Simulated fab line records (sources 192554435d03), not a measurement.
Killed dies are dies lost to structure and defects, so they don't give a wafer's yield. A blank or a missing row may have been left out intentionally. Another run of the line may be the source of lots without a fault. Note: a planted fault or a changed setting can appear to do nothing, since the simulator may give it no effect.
fab line records -- flow n5_finfet
[record] lots = 7, wafers = 21, last_day = 17
route steps=1938 shown FIN_SAQP@149 FIN_CUT@154
lots untouched by any fault: they come from a run of this same line in which no faults occurred
start_h: hours from the record's opening day to when the first of the lot's shown wafers began -- wait_h: hours since the lot's step before -- " unchanged from the row above -- L1.1+2: several wafers, shown together as one row -- - no value, or no start was given -- * or withheld: withheld -- < > ~ a bound
route shown NAME@n: NAME is a module with steps in the file, n the number in the route of the first one -- usual: mean/standard deviation of fault-free wafers -- same: alike in all rows -- chamber/n: place in a boat -- sites: the reading at each site -- _std_site: standard deviation across them -- _edge_site: inner sites' mean taken away from outer sites' mean -- radius_mm: for every site, how far away it sits from the centre of the wafer -- mask NAME#n: copy n -- behind: the most recent tool/chamber to have shaped the wafer -- hold: why the lot went on hold/how many hours it stayed there/how the hold came to an end -- device: which transistor (n, p or np) failed to switch -- end of line: the route-end tests of the same wafers -- for a step that has no rows: nothing shown but its recipe -- killed: dies that structure and defects cost at the first sort, which is not the same as the wafer's yield -- map: dies across one wafer; x = killed, . = not, _ = none there
set.NAME: the setting as run; set.NAME@STEP: as run at that earlier step -- model.NAME: the simulator's own value behind a step, which no gauge read
lots at some steps of the route; a table a step, a row a wafer
services: from which hour (start_h, from the record's first day; less than 0 if before it) a tool's chamber was out of use, for how many hours, and why
[[steps]]
[step N5_FIN_SAQP_PRECLEAN_38]
[recipe] chemistry = O3/DIW, time_s = 45, temp_c = 22, o3_ppm = 10
[step N5_FIN_SAQP_PRECLEAN_45]
[recipe] chemistry = dHF, time_s = 10, dilution = 500:1, temp_c = 25
[step N5_FIN_SAQP_SRD_39]
[recipe] dry = ipa_marangoni, time_s = 30, temp_c = 23, rinse_liquid = diw
[step N5_FIN_SAQP_OCD_MEAS_76]
[usual] trench_depth_nm = 119.7/1.5
lot.wafer,tool,chamber,start_h,wait_h,trench_depth_nm
L612.2,ocd-01,-,32.86,0.0,121.7
L612.4,ocd-01,-,32.86,0.0,119.0
L612.6,ocd-01,-,32.86,0.0,119.3
L617.1,ocd-02,-,65.22,0.0,117.5
L617.4,ocd-02,-,65.22,0.0,118.1
L617.5,ocd-02,-,65.22,0.0,121.7
L621.2,ocd-01,-,86.38,0.0,120.1
L621.3,ocd-01,-,86.38,0.0,118.1
L621.4,ocd-01,-,86.38,0.0,118.1
L624.1,ocd-01,-,106.28,0.0,117.0
L624.4,ocd-01,-,106.28,0.0,119.8
L624.6,ocd-01,-,106.28,0.0,120.5
L625.1,ocd-02,-,110.04,0.0,121.4
L625.4,ocd-02,-,110.04,0.0,121.7
L625.6,ocd-02,-,110.04,0.0,121.0
L626.4,ocd-01,-,117.16,0.0,120.0
L626.5,ocd-01,-,117.16,0.0,120.2
L626.6,ocd-01,-,117.16,0.0,121.5
L634.3,ocd-01,-,165.88,0.0,119.4
L634.4,ocd-01,-,165.88,0.0,120.9
L634.5,ocd-01,-,165.88,0.0,117.7
[step N5_FIN_SAQP_INSPECT_40]
[recipe] inspect_instrument = brightfield, mode = aei
[usual] raw_defect_count = 214/59
lot.wafer,tool,chamber,start_h,wait_h,raw_defect_count
L612.2,defect_inspect-01,-,32.89,0.0,238
L612.4,defect_inspect-01,-,32.89,0.0,284
L612.6,defect_inspect-01,-,32.89,0.0,224
L617.1,defect_inspect-01,-,65.25,0.0,254
L617.4,defect_inspect-01,-,65.25,0.0,148
L617.5,defect_inspect-01,-,65.25,0.0,221
L621.2,defect_inspect-01,-,86.41,0.0,172
L621.3,defect_inspect-01,-,86.41,0.0,204
L621.4,defect_inspect-01,-,86.41,0.0,304
L624.1,defect_inspect-01,-,106.31,0.0,280
L624.4,defect_inspect-01,-,106.31,0.0,284
L624.6,defect_inspect-01,-,106.31,0.0,284
L625.1,defect_inspect-01,-,110.07,0.0,331
L625.4,defect_inspect-01,-,110.07,0.0,243
L625.6,defect_inspect-01,-,110.07,0.0,176
L626.4,defect_inspect-02,-,117.19,0.0,163
L626.5,defect_inspect-02,-,117.19,0.0,181
L626.6,defect_inspect-02,-,117.19,0.0,204
L634.3,defect_inspect-01,-,165.91,0.0,192
L634.4,defect_inspect-01,-,165.91,0.0,178
L634.5,defect_inspect-01,-,165.91,0.0,196
[step N5_FIN_CUT_COAT_18]
[recipe] resist = SOC, temp_c = 250, time_s = 60, spin_rpm = 1500, resist_thk_nm = 230
[step N5_FIN_CUT_COAT_19]
[recipe] resist = SiARC, temp_c = 220, time_s = 60, spin_rpm = 1500, resist_thk_nm = 20
[step N5_FIN_CUT_COAT_29]
[recipe] resist = underlayer, temp_c = 205, time_s = 60, spin_rpm = 1500, resist_thk_nm = 10
[step N5_FIN_CUT_COAT_02]
[recipe] resist = CAR-EUV, spin_rpm = 1500, resist_thk_nm = 30
[step N5_FIN_CUT_EBR_04]
[recipe] solvent = PGMEA, ebr_width_mm = 1.5
[step N5_FIN_CUT_SOFTBAKE_03]
[recipe] temp_c = 110, time_s = 60, resist = CAR-EUV
[step N5_FIN_CUT_EXPOSE_05]
[recipe] mask_id = FIN_CUT, na = 0.33, source_shape = annular, sigma_inner = 0.35, sigma_outer = 0.8, polarization = unpolarized, dose_mj = 45.75
[step N5_FIN_CUT_PEB_06]
[recipe] peb_temp_c = 100, peb_time_s = 60, resist = CAR-EUV
[usual] chill_plate_temp_C = 23.00/0.085, exhaust_pa = 44.8/0.9, plate_temp_C = 99.99/0.13
lot.wafer,tool,chamber,start_h,wait_h,chill_plate_temp_C,exhaust_pa,plate_temp_C
L612.2,litho_track-02,0,33.17,0.1,23.09,43.9,100.13
L612.4,litho_track-02,0,33.17,0.1,22.99,44.8,99.89
L612.6,litho_track-02,0,33.17,0.1,23.02,44.7,100.08
L617.1,litho_track-04,0,65.48,0.1,23.08,44.2,99.86
L617.4,litho_track-04,0,65.48,0.1,22.97,42.7,99.95
L617.5,litho_track-04,0,65.48,0.1,23.05,43.5,100.13
L621.2,litho_track-04,0,86.65,0.1,23.10,43.5,99.79
L621.3,litho_track-04,0,86.65,0.1,23.18,44.5,100.00
L621.4,litho_track-04,0,86.65,0.1,23.06,44.5,99.91
L624.1,litho_track-02,-,106.67,0.1,-,-,-
L624.4,litho_track-02,-,106.67,0.1,-,-,-
L624.6,litho_track-02,-,106.67,0.1,-,-,-
L625.1,litho_track-01,-,110.30,0.1,-,-,-
L625.4,litho_track-01,-,110.30,0.1,-,-,-
L625.6,litho_track-01,-,110.30,0.1,-,-,-
L626.4,litho_track-01,-,117.43,0.0,-,-,-
L626.5,litho_track-01,-,117.43,0.0,-,-,-
L626.6,litho_track-01,-,117.43,0.0,-,-,-
L634.3,litho_track-01,0,166.14,0.0,23.11,45.6,99.92
L634.4,litho_track-01,0,166.14,0.0,22.95,45.1,99.90
L634.5,litho_track-01,0,166.14,0.0,23.00,45.4,100.01
[step N5_FIN_CUT_DEVELOP_07]
[recipe] develop_time_s = 30, developer = TMAH, resist = CAR-EUV, rinse_liquid = surfactant_rinse, dry = air_spin, dev_temp_c = 23
[[services]]
tool,chamber,start_h,hours,kind
litho_track-02,-,42.32,-,consumable_replace:filter
litho_track-04,-,97.72,-,consumable_replace:filter
[[key]]
[first_sign] step = N5_FIN_CUT_PEB_06, reading = tool_record, direction = missing
effect none on later readings
met_at N5_FIN_CUT_PEB_06
struck_wafers L624.1,L624.4,L624.6,L625.1,L625.4,L625.6,L626.4,L626.5,L626.6
later_rows_left_out L624.1,L624.4,L624.6,L625.1,L625.4,L625.6,L626.4,L626.5,L626.6
sort_left_out L624.1,L624.4,L624.6,L625.1,L625.4,L625.6,L626.4,L626.5,L626.6
onset_between 33.17 106.67
[fault] kind = skipped_step_whole, tool = litho_track-01,litho_track-02, chamber = -, onset_h = 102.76, steps = N5_FIN_CUT_PEB_06, scope = struck_lots_only
// sort_left_out: the simulated sort isn't trusted on such a fault, so these wafers' sort isn't shown, and their yield isn't known
// later_rows_left_out: the simulator's readings of these wafers behind a module that went badly wrong aren't trusted and aren't shown, but for the sort
